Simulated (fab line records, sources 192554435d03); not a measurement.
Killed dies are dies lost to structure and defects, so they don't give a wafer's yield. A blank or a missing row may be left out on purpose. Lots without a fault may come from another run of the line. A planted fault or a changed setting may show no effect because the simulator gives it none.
fab line records | flow n5_finfet
record lots=7 wafers=21
route steps=1938 shown BEOL_M2@867 BEOL_M3@960 BEOL_M4@1053 BEOL_M5@1119
start_h: hours from the record's first day to the start of the lot's first wafer shown | wait_h: hours since the lot's step before | " the same as in the row above | L1.1+2: a row that stands for several wafers | - no value, or no start given | * or withheld: withheld | < > ~ a bound
route shown NAME@n: a module of which the file shows steps, and the number in the route of the first | usual: mean/standard deviation of fault-free wafers | same: alike in all rows | chamber/n: place in a boat | sites: the reading at each site | _std_site: their standard deviation | _edge_site: outer sites' mean less inner sites' | radius_mm: how far each site lies from the wafer's centre | mask NAME#n: copy n | behind: the tool/chamber that last shaped the wafer | hold: why the lot was held/for how many hours/how that ended | device: the transistor (n, p or np) that didn't switch | end of line: the same wafers' tests at the end of the route | a step without rows: its recipe alone | killed: dies lost to structure and defects at the first sort, not the wafer's yield | map: a wafer's dies, x killed, . not, _ none there
set.NAME: the setting as run; set.NAME@STEP: as run at that earlier step | model.NAME: the simulator's own value behind a step, which no gauge read
lots whose settings were changed on purpose; a table a step, a row a wafer
## steps
# step N5_BEOL_M2_COAT_67
# recipe resist=SOC temp_c=250 time_s=60 spin_rpm=1500 resist_thk_nm=60
# columns lot.wafer tool chamber start_h wait_h set.spin_rpm model.SOC_of_BEOL_M2_COAT_67.thk_nm
L074.3+4+6 litho_track-01 0 166.78 0.0 1500 60.2
L078.1 litho_track-05 0 177.64 0.0 1657 57.2
L078.2+4 " 0 " " 1500 59.8
L083.4 litho_track-01 0 193.56 0.0 1336 63.4
L083.5+6 " 0 " " 1500 60
L087.2+3+6 litho_track-04 0 226.20 0.0 1500 60
L089.2+3+4 litho_track-01 0 243.23 0.0 1500 59.8
L091.2+3 litho_track-04 0 244.83 0.0 1500 60.2
L091.4 " 0 " " 1366 63
L096.1+4 litho_track-01 0 269.75 0.0 1500 60.2
L096.6 " 0 " " 1500 60
# step N5_BEOL_M2_COAT_68
# recipe resist=SiARC temp_c=220 time_s=60 spin_rpm=1500 resist_thk_nm=12
# columns lot.wafer tool chamber start_h wait_h set.spin_rpm model.SiARC_of_BEOL_M2_COAT_68.thk_nm
L074.3+4+6 litho_track-01 0 - - 1500 12
L078.1 litho_track-05 0 - - 1500 12
L078.2+4 " 0 " " 1627 11.6
L083.4+5+6 litho_track-01 0 - - 1500 12
L087.2+3+6 litho_track-04 0 - - 1500 12
L089.2 litho_track-01 0 - - 1500 12
L089.3+4 " 0 " " 1364 12.6
L091.2 litho_track-04 0 - - 1500 12
L091.3+4 " 0 " " 1664 11.4
L096.1+4 litho_track-01 0 - - 1612 11.6
L096.6 " 0 " " 1500 12
# step N5_BEOL_M2_COAT_76
# recipe resist=underlayer temp_c=205 time_s=60 spin_rpm=1500 resist_thk_nm=5
# step N5_BEOL_M2_COAT_22
# recipe resist=CAR-EUV spin_rpm=1500 resist_thk_nm=30
# step N5_BEOL_M2_DESCUM_33
# recipe chemistry=O2 time_s=7 source_power_w=50 bias_power_w=20 pressure_mtorr=20 rf_frequency_hz=2.712e+07 temp_c=40 resist=CAR-EUV o2_flow_sccm=225
# step N5_BEOL_M2_ETCH_77
# recipe chemistry=N2/H2 target=underlayer target_depth_a=65 mask_material=CAR-EUV time_s=5.2 ion_energy_ev=200 pressure_mtorr=30 source_w=840 bias_w=150 n2_flow_sccm=200 h2_flow_sccm=200 ends=cleared
# step N5_BEOL_M2_ETCH_69
# recipe chemistry=CF4 target=SiARC target_depth_a=156 mask_material=CAR-EUV time_s=26 ion_energy_ev=80 pressure_mtorr=40 source_w=545 bias_w=36 Ar_flow_sccm=100 cf4_flow_sccm=100 ends=cleared
# columns lot.wafer tool chamber start_h wait_h set.spin_rpm@BEOL_M2_COAT_68 model.etch.depth_nm model.CAR-EUV_of_BEOL_M2_COAT_22.thk_nm
L074.3 rie_diel-03 0 167.36 0.0 1500 12.02 11.2
L074.4 " 0 " " 1500 12 11.2
L074.6 " 1 " " 1500 12.01 11.2
L078.1 rie_diel-01 3 178.20 0.0 1500 11.95 11
L078.2 " 0 " " 1627 11.53 11.4
L078.4 " 2 " " 1627 11.51 11.6
L083.4+5 rie_diel-01 1,3 194.09 0.0 1500 12.02 11.2
L083.6 " 2 " " 1500 12 11.2
L087.2 rie_diel-06 0 226.65 0.0 1500 12.05 11.2
L087.3 " 2 " " 1500 12.07 11.2
L087.6 " 3 " " 1500 12.08 11.2
L089.2 rie_diel-06 1 244.29 0.0 1500 12 11.4
L089.3 " 0 " " 1364 12.57 10.8
L089.4 " 1 " " 1364 12.6 10.8
L091.2 rie_diel-01 2 245.71 0.0 1500 12.01 11.2
L091.3 " 1 " " 1664 11.42 11.4
L091.4 " 1 " " 1664 11.4 11.4
L096.1 rie_diel-03 3 270.25 0.0 1612 11.6 11.4
L096.4 " 0 " " 1612 11.64 11.4
L096.6 " 3 " " 1500 12.04 11
# step N5_BEOL_M2_ALD_98
# recipe material=SiO2 target_thk_a=25 temp_c=100 ald_precursor_family=BDEAS ald_co_reactant=O2-plasma pulse_time_s=1 co_reactant_pulse_time_s=1 purge_time_s=2 co_reactant_purge_time_s=2 ald_cycles=17 pressure_torr=2
# step N5_BEOL_M2_ETCHBACK_99
# recipe chemistry=CHF3 target=SiO2 target_depth_a=50 time_s=10.4 source_w=215 bias_w=47 Ar_flow_sccm=200 CHF3_flow_sccm=12 ion_energy_ev=100 pressure_mtorr=30
# step N5_BEOL_M2_ETCH_70
# recipe chemistry=N2/H2 target=SOC target_depth_a=800 overetch_a=240 mask_material=SiARC temp_c=40 time_s=130 ion_energy_ev=200 pressure_mtorr=30 source_w=840 bias_w=150 n2_flow_sccm=200 h2_flow_sccm=200
# columns lot.wafer tool chamber start_h wait_h set.spin_rpm@BEOL_M2_COAT_67 model.etch.depth_nm
L074.3 rie_diel-01 0 169.71 0.0 1500 60.15
L074.4+6 " 0,3 " " 1500 60.14
L078.1 rie_diel-06 0 182.48 0.0 1657 57.16
L078.2 " 1 " " 1500 59.84
L078.4 " 3 " " 1500 59.78
L083.4 rie_diel-06 0 199.90 0.0 1336 63.41
L083.5 " 1 " " 1500 59.99
L083.6 " 0 " " 1500 59.96
L087.2 rie_diel-06 1 241.41 0.0 1500 59.94
L087.3 " 2 " " 1500 60.01
L087.6 " 1 " " 1500 60
L089.2 rie_diel-01 3 246.91 0.0 1500 59.7
L089.3 " 2 " " 1500 59.81
L089.4 " 2 " " 1500 59.76
L091.2 rie_diel-03 0 264.13 0.0 1500 60.15
L091.3 " 2 " " 1500 60.12
L091.4 " 1 " " 1366 63
L096.1 rie_diel-01 2 279.03 0.0 1500 60.25
L096.4 " 3 " " 1500 60.13
L096.6 " 2 " " 1500 59.98
# step N5_BEOL_M3_COAT_22
# recipe resist=CAR-EUV spin_rpm=1500 resist_thk_nm=30
# columns lot.wafer tool chamber start_h wait_h set.spin_rpm model.CAR-EUV_of_BEOL_M3_COAT_22.thk_nm
L074.3 litho_track-02 0 - - 1566 29.2
L074.4+6 " 0 " " 1500 29.8
L078.1+4 litho_track-05 0 - - 1611 29
L078.2 " 0 " " 1500 30
L083.4 litho_track-03 0 - - 1500 29.8
L083.5 " 0 " " 1368 31.4
L083.6 " 0 " " 1500 30
L087.2+3+6 litho_track-03 0 - - 1500 30
L089.2+4 litho_track-05 0 - - 1447 30.6
L089.3 " 0 " " 1500 30
L091.2 litho_track-02 0 - - 1382 31.2
L091.3+4 " 0 " " 1500 30
L096.1 litho_track-02 0 - - 1650 28.6
L096.4+6 " 0 " " 1500 30
# step N5_BEOL_M3_EBR_24
# recipe solvent=PGMEA ebr_width_mm=1.5
# step N5_BEOL_M3_SOFTBAKE_23
# recipe temp_c=110 time_s=60 resist=CAR-EUV
# step N5_BEOL_M3_EXPOSE_25
# recipe mask_id=V2 na=0.33 source_shape=quasar sigma_inner=0.2 sigma_outer=0.8 polarization=unpolarized defocus_nm=5 dose_mj=63
# step N5_BEOL_M3_PEB_26
# recipe peb_temp_c=100 peb_time_s=60 resist=CAR-EUV
# step N5_BEOL_M3_DEVELOP_27
# recipe develop_time_s=30 developer=TMAH resist=CAR-EUV rinse_liquid=surfactant_rinse dry=air_spin dev_temp_c=23
# columns lot.wafer tool chamber start_h wait_h set.spin_rpm@BEOL_M3_COAT_22 model.CAR-EUV_of_BEOL_M3_COAT_22.thk_nm
L074.3 litho_track-02 0 - - 1566 28.8
L074.4+6 " 0 " " 1500 29.4
L078.1 litho_track-03 0 - - 1611 28.6
L078.2 " 0 " " 1500 29.6
L078.4 " 0 " " 1611 28.4
L083.4+6 litho_track-03 0 - - 1500 29.4
L083.5 " 0 " " 1368 30.8
L087.2+3+6 litho_track-05 0 - - 1500 29.6
L089.2+4 litho_track-05 0 - - 1447 30.2
L089.3 " 0 " " 1500 29.6
L091.2 litho_track-05 0 - - 1382 30.6
L091.3 " 0 " " 1500 29.4
L091.4 " 0 " " 1500 29.6
L096.1 litho_track-05 0 - - 1650 28.2
L096.4 " 0 " " 1500 29.6
L096.6 " 0 " " 1500 29.4
# step N5_BEOL_M4_EXPOSE_25
# recipe mask_id=V3 na=0.33 source_shape=quasar sigma_inner=0.2 sigma_outer=0.8 polarization=unpolarized defocus_nm=5 dose_mj=63
# columns lot.wafer tool chamber start_h wait_h mask set.dose_mj
L074.3+6 euv_scanner-01 0 187.40 - V3#0 64.2
L074.4 " 0 " " V3#0 63
L078.1+4 euv_scanner-02 0 201.29 - V3#0 63
L078.2 " 0 " " V3#0 67.69
L083.4 euv_scanner-01 0 238.76 - V3#0 63
L083.5+6 " 0 " " V3#0 61.43
L087.2+3+6 euv_scanner-02 0 258.95 - V3#0 63
L089.2+3+4 euv_scanner-02 0 266.49 - V3#0 63
L091.2+4 euv_scanner-01 0 280.08 - V3#0 63
L091.3 " 0 " " V3#0 58.59
L096.1 euv_scanner-01 0 305.41 - V3#0 64.64
L096.4+6 " 0 " " V3#0 63
# step N5_BEOL_M4_PEB_26
# recipe peb_temp_c=100 peb_time_s=60 resist=CAR-EUV
# step N5_BEOL_M4_DEVELOP_27
# recipe develop_time_s=30 developer=TMAH resist=CAR-EUV rinse_liquid=surfactant_rinse dry=air_spin dev_temp_c=23
# step N5_BEOL_M4_CD_MEAS_28
# recipe target_cd_nm=26.2 landing_energy_ev=500 detector=se_inlens target_cd_y_nm=24.1 polarity=opening
# usual cd_nm=26.20/0.25
# columns lot.wafer tool chamber start_h wait_h set.dose_mj@BEOL_M4_EXPOSE_25 cd_nm
L074.3 cd_sem-01 0 187.53 - 64.2 26.41
L074.4 " 0 " " 63 26.02
L074.6 " 0 " " 64.2 26.39
L078.1 cd_sem-02 0 201.44 - 63 26.31
L078.2 " 0 " " 67.69 27.71
L078.4 " 0 " " 63 25.83
L083.4 cd_sem-03 0 238.88 - 63 26.44
L083.5 " 0 " " 61.43 26.03
L083.6 " 0 " " 61.43 26.17
L087.2 cd_sem-01 0 259.09 - 63 26.14
L087.3 " 0 " " 63 25.69
L087.6 " 0 " " 63 26.09
L089.2 cd_sem-03 0 266.63 - 63 26.57
L089.3 " 0 " " 63 26.44
L089.4 " 0 " " 63 25.91
L091.2 cd_sem-01 0 280.22 - 63 26.35
L091.3 " 0 " " 58.59 24.34
L091.4 " 0 " " 63 25.73
L096.1 cd_sem-01 0 305.55 - 64.64 26.44
L096.4 " 0 " " 63 26.04
L096.6 " 0 " " 63 26.38
# step N5_BEOL_M4_DESCUM_33
# recipe chemistry=O2 time_s=7 source_power_w=50 bias_power_w=20 pressure_mtorr=20 rf_frequency_hz=2.712e+07 temp_c=40 resist=CAR-EUV o2_flow_sccm=225
# columns lot.wafer tool chamber start_h wait_h set.time_s model.CAR-EUV_of_BEOL_M4_COAT_22.thk_nm
L074.3+6 rie_diel-06 1,0 187.65 0.0 7 26.2
L074.4 " 3 " " 6.26 26.6
L078.1+2 rie_diel-01 3,0 201.56 0.0 7 26.2
L078.4 " 1 " " 7.499 25.8
L083.4 rie_diel-01 1 239.67 0.7 5.864 26.6
L083.5 " 2 " " 5.864 26.8
L083.6 " 3 " " 7 26
L087.2+6 rie_diel-03 0,3 259.21 0.0 7 26
L087.3 " 1 " " 7 26.2
L089.2 rie_diel-01 2 266.75 0.0 7 26.2
L089.3+4 " 0,3 " " 7 26
L091.2 rie_diel-06 2 280.34 0.0 7 26.2
L091.3 " 1 " " 7 26
L091.4 " 3 " " 7.703 25.8
L096.1 rie_diel-03 2 305.68 0.0 7 26.2
L096.4 " 3 " " 6.402 26.4
L096.6 " 0 " " 7 26
# step N5_BEOL_M4_ETCH_77
# recipe chemistry=N2/H2 target=underlayer target_depth_a=65 mask_material=CAR-EUV time_s=5.2 ion_energy_ev=200 pressure_mtorr=30 source_w=840 bias_w=150 n2_flow_sccm=200 h2_flow_sccm=200 ends=cleared
# columns lot.wafer tool chamber start_h wait_h set.time_s@BEOL_M4_DESCUM_33 model.CAR-EUV_of_BEOL_M4_COAT_22.thk_nm
L074.3 rie_diel-06 1 187.68 0.0 7 20.6
L074.4 " 3 " " 6.26 20.8
L074.6 " 0 " " 7 20.4
L078.1+2 rie_diel-01 3,0 201.60 0.0 7 20.4
L078.4 " 1 " " 7.499 20
L083.4 rie_diel-01 1 239.69 0.0 5.864 20.8
L083.5 " 2 " " 5.864 21
L083.6 " 3 " " 7 20.4
L087.2+3 rie_diel-03 0,1 259.24 0.0 7 20.4
L087.6 " 3 " " 7 20.2
L089.2 rie_diel-01 2 266.79 0.0 7 20.4
L089.3+4 " 0,3 " " 7 20.2
L091.2 rie_diel-06 2 280.37 0.0 7 20.6
L091.3 " 1 " " 7 20.4
L091.4 " 3 " " 7.703 20
L096.1+6 rie_diel-03 2,0 305.71 0.0 7 20.4
L096.4 " 3 " " 6.402 20.6
# step N5_BEOL_M4_ETCH_69
# recipe chemistry=CF4 target=SiARC target_depth_a=156 mask_material=CAR-EUV time_s=26 ion_energy_ev=80 pressure_mtorr=40 source_w=545 bias_w=36 Ar_flow_sccm=100 cf4_flow_sccm=100 ends=cleared
# columns lot.wafer tool chamber start_h wait_h set.time_s@BEOL_M4_DESCUM_33 model.CAR-EUV_of_BEOL_M4_COAT_22.thk_nm
L074.3 rie_diel-06 1 187.70 0.0 7 11.4
L074.4 " 3 " " 6.26 11.6
L074.6 " 0 " " 7 11.2
L078.1+2 rie_diel-01 3,0 201.61 0.0 7 11.2
L078.4 " 1 " " 7.499 10.8
L083.4 rie_diel-01 1 239.73 0.0 5.864 11.6
L083.5 " 2 " " 5.864 11.8
L083.6 " 3 " " 7 11
L087.2+3 rie_diel-03 0,1 259.26 0.0 7 11.2
L087.6 " 3 " " 7 11
L089.2+4 rie_diel-01 2,3 266.80 0.0 7 11.2
L089.3 " 0 " " 7 11
L091.2 rie_diel-06 2 280.39 0.0 7 11.4
L091.3 " 1 " " 7 11.2
L091.4 " 3 " " 7.703 10.8
L096.1 rie_diel-03 2 305.73 0.0 7 11.2
L096.4 " 3 " " 6.402 11.4
L096.6 " 0 " " 7 11
# step N5_BEOL_M4_ALD_98
# recipe material=SiO2 target_thk_a=25 temp_c=100 ald_precursor_family=BDEAS ald_co_reactant=O2-plasma pulse_time_s=1 co_reactant_pulse_time_s=1 purge_time_s=2 co_reactant_purge_time_s=2 ald_cycles=17 pressure_torr=2
# step N5_BEOL_M4_ETCHBACK_99
# recipe chemistry=CHF3 target=SiO2 target_depth_a=50 time_s=10.4 source_w=215 bias_w=47 Ar_flow_sccm=200 CHF3_flow_sccm=12 ion_energy_ev=100 pressure_mtorr=30
# columns lot.wafer tool chamber start_h wait_h set.time_s@BEOL_M4_DESCUM_33 model.CAR-EUV_of_BEOL_M4_COAT_22.thk_nm
L074.3 rie_diel-01 1 195.25 6.9 7 10.6
L074.4 " 3 " " 6.26 11
L074.6 " 2 " " 7 10.4
L078.1+2 rie_diel-06 3,2 238.69 37.0 7 10.4
L078.4 " 1 " " 7.499 10
L083.4 rie_diel-06 2 242.29 1.9 5.864 10.8
L083.5 " 1 " " 5.864 11
L083.6 " 0 " " 7 10.4
L087.2+3 rie_diel-06 2,0 270.68 10.3 7 10.4
L087.6 " 1 " " 7 10.2
L089.2+3+4 rie_diel-01 3,2,0 275.32 8.4 7 10.4
L091.2 rie_diel-06 0 292.29 11.5 7 10.6
L091.3 " 2 " " 7 10.4
L091.4 " 2 " " 7.703 10
L096.1 rie_diel-06 2 317.12 11.3 7 10.6
L096.4 " 0 " " 6.402 10.6
L096.6 " 0 " " 7 10.4
# step N5_BEOL_M5_COAT_71
# recipe resist=underlayer temp_c=205 time_s=60 spin_rpm=1500 resist_thk_nm=5
# columns lot.wafer tool chamber start_h wait_h set.spin_rpm
L074.3+4+6 litho_track-05 0 - - 1500
L078.1 litho_track-01 0 - - 1620
L078.2+4 " 0 " " 1500
L083.4 litho_track-05 0 - - 1500
L083.5+6 " 0 " " 1553
L087.2+3+6 litho_track-01 0 - - 1500
L089.2+3 litho_track-01 0 - - 1500
L089.4 " 0 " " 1356
L091.2+3 litho_track-05 0 - - 1500
L091.4 " 0 " " 1450
L096.1+4 litho_track-01 0 - - 1403
L096.6 " 0 " " 1500
# step N5_BEOL_M5_COAT_05
# recipe resist=CAR-EUV spin_rpm=1500 resist_thk_nm=30
# step N5_BEOL_M5_EBR_07
# recipe solvent=PGMEA ebr_width_mm=1.5
# step N5_BEOL_M5_DESCUM_16
# recipe chemistry=O2 time_s=7 source_power_w=50 bias_power_w=20 pressure_mtorr=20 rf_frequency_hz=2.712e+07 temp_c=40 resist=CAR-EUV o2_flow_sccm=225
# step N5_BEOL_M5_ETCH_72
# recipe chemistry=N2/H2 target=underlayer target_depth_a=65 mask_material=CAR-EUV time_s=5.2 ion_energy_ev=200 pressure_mtorr=30 source_w=840 bias_w=150 n2_flow_sccm=200 h2_flow_sccm=200 ends=cleared
# columns lot.wafer tool chamber start_h wait_h set.spin_rpm@BEOL_M5_COAT_71 model.etch.depth_nm
L074.3 rie_diel-02 0 202.58 0.0 1500 5.024
L074.4 " 0 " " 1500 5.007
L074.6 " 2 " " 1500 5.011
L078.1 rie_diel-04 1 248.37 0.0 1620 4.836
L078.2 " 3 " " 1500 5.019
L078.4 " 0 " " 1500 5.023
L083.4 rie_diel-04 0 250.91 0.0 1500 4.972
L083.5 " 3 " " 1553 4.908
L083.6 " 0 " " 1553 4.9
L087.2 rie_diel-02 1 279.80 0.0 1500 5.02
L087.3 " 2 " " 1500 5.028
L087.6 " 0 " " 1500 5.026
L089.2 rie_diel-05 0 282.93 0.0 1500 4.997
L089.3 " 1 " " 1500 5.003
L089.4 " 2 " " 1356 5.265
L091.2 rie_diel-02 2 301.80 0.0 1500 5.002
L091.3 " 0 " " 1500 4.986
L091.4 " 3 " " 1450 5.088
L096.1 rie_diel-05 0 327.17 0.0 1403 5.202
L096.4 " 0 " " 1403 5.191
L096.6 " 3 " " 1500 5.025
# step N5_BEOL_M5_TRENCH_ETCH_37
# recipe chemistry=C4F6/O2 target_depth_a=716.52 target=SiCOH_lowk time_s=24.7 ion_energy_ev=250 pressure_mtorr=30 source_w=345 bias_w=185 Ar_flow_sccm=300 C4F6_flow_sccm=10 O2_flow_sccm=10
# columns lot.wafer tool chamber start_h wait_h set.time_s model.BEOL_M5.feature_depth_nm model.etch.depth_nm
L074.3 rie_diel-02 0 - - 24.7 69.4 69.46
L074.4 " 1 " " 24.7 69.4 69.5
L074.6 " 0 " " 24.7 70.2 70.25
L078.1 rie_diel-02 2 - - 26.39 76 75.97
L078.2 " 0 " " 24.7 68.8 68.76
L078.4 " 0 " " 24.7 69.2 69.12
L083.4 rie_diel-04 2 - - 24.7 72.6 72.52
L083.5 " 0 " " 21.2 58.8 58.78
L083.6 " 1 " " 21.2 60.8 60.88
L087.2 rie_diel-04 0 - - 24.7 68.2 68.13
L087.3 " 1 " " 24.7 69.4 69.32
L087.6 " 2 " " 24.7 71.4 71.47
L089.2 rie_diel-05 1 - - 24.7 71.4 71.35
L089.3 " 0 " " 29.18 83 82.95
L089.4 " 3 " " 29.18 84.4 84.5
L091.2 rie_diel-02 2 - - 24.7 70 69.9
L091.3 " 0 " " 24.7 68.8 68.84
L091.4 " 1 " " 24.7 69.8 69.82
L096.1 rie_diel-04 0 - - 20.05 55.2 55.15
L096.4 " 3 " " 24.7 73.2 73.22
L096.6 " 2 " " 20.05 58.4 58.47
# step N5_BEOL_M5_ETCH_41
# recipe chemistry=CH3F/O2 target=SiCN target_depth_a=315 taper_deg=2 time_s=56.7 ion_energy_ev=120 mask_material=TiN pressure_mtorr=30 source_w=395 bias_w=75 Ar_flow_sccm=150 CH3F_flow_sccm=30 O2_flow_sccm=20
# step N5_BEOL_M5_STRIP_91
# recipe chemistry=N2/H2 time_s=10 power_w=450 temp_c=40 pressure_mtorr=20 rf_frequency_hz=6e+07 bias_power_w=7 n2_flow_sccm=200 h2_flow_sccm=200
# step N5_BEOL_M5_OCD_MEAS_38
# usual trench_depth_nm=70.9/1.4
# columns lot.wafer tool chamber start_h wait_h set.time_s@BEOL_M5_TRENCH_ETCH_37 trench_depth_nm
L074.3 ocd-02 - 206.10 - 24.7 69.3
L074.4 " - " " 24.7 69.5
L074.6 " - " " 24.7 70.2
L078.1 ocd-02 - 250.13 - 26.39 76.6
L078.2 " - " " 24.7 69.3
L078.4 " - " " 24.7 69.4
L083.4 ocd-02 - 252.83 - 24.7 72.0
L083.5 " - " " 21.2 58.5
L083.6 " - " " 21.2 60.9
L087.2 ocd-01 - 282.50 - 24.7 68.4
L087.3 " - " " 24.7 70.0
L087.6 " - " " 24.7 71.7
L089.2 ocd-01 - 284.60 - 24.7 71.2
L089.3 " - " " 29.18 83.4
L089.4 " - " " 29.18 84.2
L091.2 ocd-02 - 304.27 - 24.7 70.0
L091.3 " - " " 24.7 69.0
L091.4 " - " " 24.7 69.9
L096.1 ocd-01 - 329.12 - 20.05 54.9
L096.4 " - " " 24.7 73.3
L096.6 " - " " 20.05 58.6
## key
split step=N5_BEOL_M2_COAT_67 setting=spin_rpm stated=1500 by=wafer
response step=N5_BEOL_M2_COAT_67 reading=model.SOC_of_BEOL_M2_COAT_67.thk_nm change=-0.289 per=1% r=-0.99
response step=N5_BEOL_M2_ETCH_70 reading=model.etch.depth_nm change=-0.294 per=1% r=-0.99
split step=N5_BEOL_M2_COAT_68 setting=spin_rpm stated=1500 by=wafer
response step=N5_BEOL_M2_COAT_68 reading=model.SiARC_of_BEOL_M2_COAT_68.thk_nm change=-0.0558 per=1% r=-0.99
response step=N5_BEOL_M2_ETCH_69 reading=model.etch.depth_nm change=-0.0567 per=1% r=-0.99
response step=N5_BEOL_M2_ETCH_69 reading=model.CAR-EUV_of_BEOL_M2_COAT_22.thk_nm change=+0.0451 per=1% r=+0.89
split step=N5_BEOL_M3_COAT_22 setting=spin_rpm stated=1500 by=wafer
response step=N5_BEOL_M3_COAT_22 reading=model.CAR-EUV_of_BEOL_M3_COAT_22.thk_nm change=-0.15 per=1% r=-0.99
response step=N5_BEOL_M3_DEVELOP_27 reading=model.CAR-EUV_of_BEOL_M3_COAT_22.thk_nm change=-0.144 per=1% r=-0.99
split step=N5_BEOL_M4_EXPOSE_25 setting=dose_mj stated=63 by=wafer
response step=N5_BEOL_M4_CD_MEAS_28 reading=cd_nm change=+0.218 per=1% r=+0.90
split step=N5_BEOL_M4_DESCUM_33 setting=time_s stated=7 by=wafer
response step=N5_BEOL_M4_DESCUM_33 reading=model.CAR-EUV_of_BEOL_M4_COAT_22.thk_nm change=-0.04 per=1% r=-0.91
response step=N5_BEOL_M4_ETCH_77 reading=model.CAR-EUV_of_BEOL_M4_COAT_22.thk_nm change=-0.0348 per=1% r=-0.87
response step=N5_BEOL_M4_ETCH_69 reading=model.CAR-EUV_of_BEOL_M4_COAT_22.thk_nm change=-0.0416 per=1% r=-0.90
response step=N5_BEOL_M4_ETCHBACK_99 reading=model.CAR-EUV_of_BEOL_M4_COAT_22.thk_nm change=-0.0369 per=1% r=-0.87
split step=N5_BEOL_M5_COAT_71 setting=spin_rpm stated=1500 by=wafer
response step=N5_BEOL_M5_ETCH_72 reading=model.etch.depth_nm change=-0.0257 per=1% r=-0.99
split step=N5_BEOL_M5_TRENCH_ETCH_37 setting=time_s stated=24.7 by=wafer
response step=N5_BEOL_M5_TRENCH_ETCH_37 reading=model.BEOL_M5.feature_depth_nm change=+0.818 per=1% r=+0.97
response step=N5_BEOL_M5_TRENCH_ETCH_37 reading=model.etch.depth_nm change=+0.818 per=1% r=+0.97
response step=N5_BEOL_M5_OCD_MEAS_38 reading=trench_depth_nm change=+0.819 per=1% r=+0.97
